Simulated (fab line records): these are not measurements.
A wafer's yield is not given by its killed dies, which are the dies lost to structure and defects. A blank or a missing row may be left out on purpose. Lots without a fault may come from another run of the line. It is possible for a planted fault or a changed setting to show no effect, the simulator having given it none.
Matching of chambers || flow nandHarc || NHARC_A_CONTACT_ETCH_91 on rieDiel-02 has 4 sister chambers
The step etches the open film in CH3F/O2, target depth 40 nm, time 85.7 s. 33 wafers are shown with their chamber, then 12 later ones without.

## EACH WAFER AND ITS CHAMBER
{"wafer": "L074.1", "chamber": 2, "drypumpMotorCurrentA (A)": 6.2, "showerheadPlenumPTorr (Torr)": 2.40, "rfVppV (V)": 245.0}
{"wafer": "L074.2", "chamber": 1, "drypumpMotorCurrentA (A)": 5.5, "showerheadPlenumPTorr (Torr)": 2.56, "rfVppV (V)": 246.5}
{"wafer": "L074.5", "chamber": 2, "drypumpMotorCurrentA (A)": 6.1, "showerheadPlenumPTorr (Torr)": 2.40, "rfVppV (V)": 243.7}
{"wafer": "L076.1", "chamber": 1, "drypumpMotorCurrentA (A)": 5.5, "showerheadPlenumPTorr (Torr)": 2.56, "rfVppV (V)": 244.5}
{"wafer": "L076.5", "chamber": 1, "drypumpMotorCurrentA (A)": 5.5, "showerheadPlenumPTorr (Torr)": 2.56, "rfVppV (V)": 247.1}
{"wafer": "L076.6", "chamber": 0, "drypumpMotorCurrentA (A)": 5.5, "showerheadPlenumPTorr (Torr)": 2.46, "rfVppV (V)": 244.6}
{"wafer": "L075.1", "chamber": 1, "drypumpMotorCurrentA (A)": 5.5, "showerheadPlenumPTorr (Torr)": 2.56, "rfVppV (V)": 246.2}
{"wafer": "L075.2", "chamber": 2, "drypumpMotorCurrentA (A)": 6.1, "showerheadPlenumPTorr (Torr)": 2.40, "rfVppV (V)": 244.7}
{"wafer": "L075.4", "chamber": 3, "drypumpMotorCurrentA (A)": 5.1, "showerheadPlenumPTorr (Torr)": 2.51, "rfVppV (V)": 246.7}
{"wafer": "L079.1", "chamber": 1, "drypumpMotorCurrentA (A)": 5.5, "showerheadPlenumPTorr (Torr)": 2.56, "rfVppV (V)": 245.7}
{"wafer": "L079.4", "chamber": 3, "drypumpMotorCurrentA (A)": 5.1, "showerheadPlenumPTorr (Torr)": 2.51, "rfVppV (V)": 245.7}
{"wafer": "L079.6", "chamber": 3, "drypumpMotorCurrentA (A)": 5.1, "showerheadPlenumPTorr (Torr)": 2.51, "rfVppV (V)": 244.9}
{"wafer": "L078.3", "chamber": 3, "drypumpMotorCurrentA (A)": 5.1, "showerheadPlenumPTorr (Torr)": 2.51, "rfVppV (V)": 244.9}
{"wafer": "L078.4", "chamber": 3, "drypumpMotorCurrentA (A)": 5.1, "showerheadPlenumPTorr (Torr)": 2.51, "rfVppV (V)": 244.5}
{"wafer": "L078.5", "chamber": 1, "drypumpMotorCurrentA (A)": 5.5, "showerheadPlenumPTorr (Torr)": 2.56, "rfVppV (V)": 245.2}
{"wafer": "L084.1", "chamber": 1, "drypumpMotorCurrentA (A)": 5.5, "showerheadPlenumPTorr (Torr)": 2.56, "rfVppV (V)": 245.3}
{"wafer": "L084.4", "chamber": 3, "drypumpMotorCurrentA (A)": 5.1, "showerheadPlenumPTorr (Torr)": 2.51, "rfVppV (V)": 244.4}
{"wafer": "L084.6", "chamber": 2, "drypumpMotorCurrentA (A)": 6.1, "showerheadPlenumPTorr (Torr)": 2.40, "rfVppV (V)": 242.1}
{"wafer": "L080.1", "chamber": 1, "drypumpMotorCurrentA (A)": 5.5, "showerheadPlenumPTorr (Torr)": 2.56, "rfVppV (V)": 246.1}
{"wafer": "L080.5", "chamber": 1, "drypumpMotorCurrentA (A)": 5.5, "showerheadPlenumPTorr (Torr)": 2.56, "rfVppV (V)": 246.2}
{"wafer": "L080.6", "chamber": 0, "drypumpMotorCurrentA (A)": 5.5, "showerheadPlenumPTorr (Torr)": 2.45, "rfVppV (V)": 243.9}
{"wafer": "L088.3", "chamber": 0, "drypumpMotorCurrentA (A)": 5.5, "showerheadPlenumPTorr (Torr)": 2.45, "rfVppV (V)": 242.9}
{"wafer": "L088.5", "chamber": 2, "drypumpMotorCurrentA (A)": 6.1, "showerheadPlenumPTorr (Torr)": 2.40, "rfVppV (V)": 243.6}
{"wafer": "L088.6", "chamber": 3, "drypumpMotorCurrentA (A)": 5.1, "showerheadPlenumPTorr (Torr)": 2.51, "rfVppV (V)": 245.2}
{"wafer": "L086.1", "chamber": 1, "drypumpMotorCurrentA (A)": 5.5, "showerheadPlenumPTorr (Torr)": 2.55, "rfVppV (V)": 246.9}
{"wafer": "L086.5", "chamber": 2, "drypumpMotorCurrentA (A)": 6.1, "showerheadPlenumPTorr (Torr)": 2.40, "rfVppV (V)": 242.1}
{"wafer": "L086.6", "chamber": 1, "drypumpMotorCurrentA (A)": 5.5, "showerheadPlenumPTorr (Torr)": 2.55, "rfVppV (V)": 245.8}
{"wafer": "L089.1", "chamber": 2, "drypumpMotorCurrentA (A)": 6.2, "showerheadPlenumPTorr (Torr)": 2.40, "rfVppV (V)": 242.5}
{"wafer": "L089.3", "chamber": 1, "drypumpMotorCurrentA (A)": 5.5, "showerheadPlenumPTorr (Torr)": 2.55, "rfVppV (V)": 245.6}
{"wafer": "L089.6", "chamber": 1, "drypumpMotorCurrentA (A)": 5.5, "showerheadPlenumPTorr (Torr)": 2.55, "rfVppV (V)": 245.2}
{"wafer": "L091.1", "chamber": 1, "drypumpMotorCurrentA (A)": 5.5, "showerheadPlenumPTorr (Torr)": 2.55, "rfVppV (V)": 245.3}
{"wafer": "L091.3", "chamber": 3, "drypumpMotorCurrentA (A)": 5.1, "showerheadPlenumPTorr (Torr)": 2.51, "rfVppV (V)": 243.7}
{"wafer": "L091.4", "chamber": 1, "drypumpMotorCurrentA (A)": 5.5, "showerheadPlenumPTorr (Torr)": 2.55, "rfVppV (V)": 246.2}

SIGNATURES, as means of the wafers listed above
{"reading": "drypumpMotorCurrentA", "chamber 0": 5.500, "chamber 1": 5.500, "chamber 2": 6.129, "chamber 3": 5.100, "scatter within a chamber": 0.0222}
{"reading": "showerheadPlenumPTorr", "chamber 0": 2.4533, "chamber 1": 2.5560, "chamber 2": 2.4000, "chamber 3": 2.5100, "scatter within a chamber": 0.00384}
{"reading": "rfVppV", "chamber 0": 243.800, "chamber 1": 245.853, "chamber 2": 243.386, "chamber 3": 245.000, "scatter within a chamber": 0.884}
Rule: a wafer's distance from a chamber is the root of the sum, over the readings, of the square of ((its reading less the chamber's mean) divided by the reading's scatter). The wafer belongs to the nearest chamber; if the next one is less than 2 further off, it can't be placed. How the scatter is found: for the shown wafers, subtract from each reading the mean of its chamber, square and add these, divide the total by (wafers less chambers), then take the root.

## WAFERS WITH NO CHAMBER GIVEN
{"wafer": "L093.4", "drypumpMotorCurrentA (A)": 5.5, "showerheadPlenumPTorr (Torr)": 2.55, "rfVppV (V)": 246.8}
{"wafer": "L093.5", "drypumpMotorCurrentA (A)": 6.2, "showerheadPlenumPTorr (Torr)": 2.40, "rfVppV (V)": 241.8}
{"wafer": "L093.6", "drypumpMotorCurrentA (A)": 5.5, "showerheadPlenumPTorr (Torr)": 2.55, "rfVppV (V)": 245.8}
{"wafer": "L095.1", "drypumpMotorCurrentA (A)": 5.5, "showerheadPlenumPTorr (Torr)": 2.45, "rfVppV (V)": 244.3}
{"wafer": "L095.2", "drypumpMotorCurrentA (A)": 5.1, "showerheadPlenumPTorr (Torr)": 2.51, "rfVppV (V)": 244.5}
{"wafer": "L095.4", "drypumpMotorCurrentA (A)": 6.1, "showerheadPlenumPTorr (Torr)": 2.39, "rfVppV (V)": 242.8}
{"wafer": "L096.3", "drypumpMotorCurrentA (A)": 5.1, "showerheadPlenumPTorr (Torr)": 2.50, "rfVppV (V)": 245.2}
{"wafer": "L096.5", "drypumpMotorCurrentA (A)": 5.5, "showerheadPlenumPTorr (Torr)": 2.45, "rfVppV (V)": 244.6}
{"wafer": "L096.6", "drypumpMotorCurrentA (A)": 5.1, "showerheadPlenumPTorr (Torr)": 2.50, "rfVppV (V)": 246.4}
{"wafer": "L097.1", "drypumpMotorCurrentA (A)": 6.2, "showerheadPlenumPTorr (Torr)": 2.40, "rfVppV (V)": 242.3}
{"wafer": "L097.5", "drypumpMotorCurrentA (A)": 5.5, "showerheadPlenumPTorr (Torr)": 2.55, "rfVppV (V)": 245.1}
{"wafer": "L097.6", "drypumpMotorCurrentA (A)": 5.5, "showerheadPlenumPTorr (Torr)": 2.45, "rfVppV (V)": 244.4}

## THE CHAMBER EACH PASSED THROUGH
{"wafer": "L093.4", "from the rows above": 1, "in truth": 1}
{"wafer": "L093.5", "from the rows above": 2, "in truth": 2}
{"wafer": "L093.6", "from the rows above": 1, "in truth": 1}
{"wafer": "L095.1", "from the rows above": 0, "in truth": 0}
{"wafer": "L095.2", "from the rows above": 3, "in truth": 3}
{"wafer": "L095.4", "from the rows above": 2, "in truth": 2}
{"wafer": "L096.3", "from the rows above": 3, "in truth": 3}
{"wafer": "L096.5", "from the rows above": 0, "in truth": 0}
{"wafer": "L096.6", "from the rows above": 3, "in truth": 3}
{"wafer": "L097.1", "from the rows above": 2, "in truth": 2}
{"wafer": "L097.5", "from the rows above": 1, "in truth": 1}
{"wafer": "L097.6", "from the rows above": 0, "in truth": 0}
Placed correctly: 12 of 12. Number that these rows cannot place: 0. Number placed wrongly: 0.
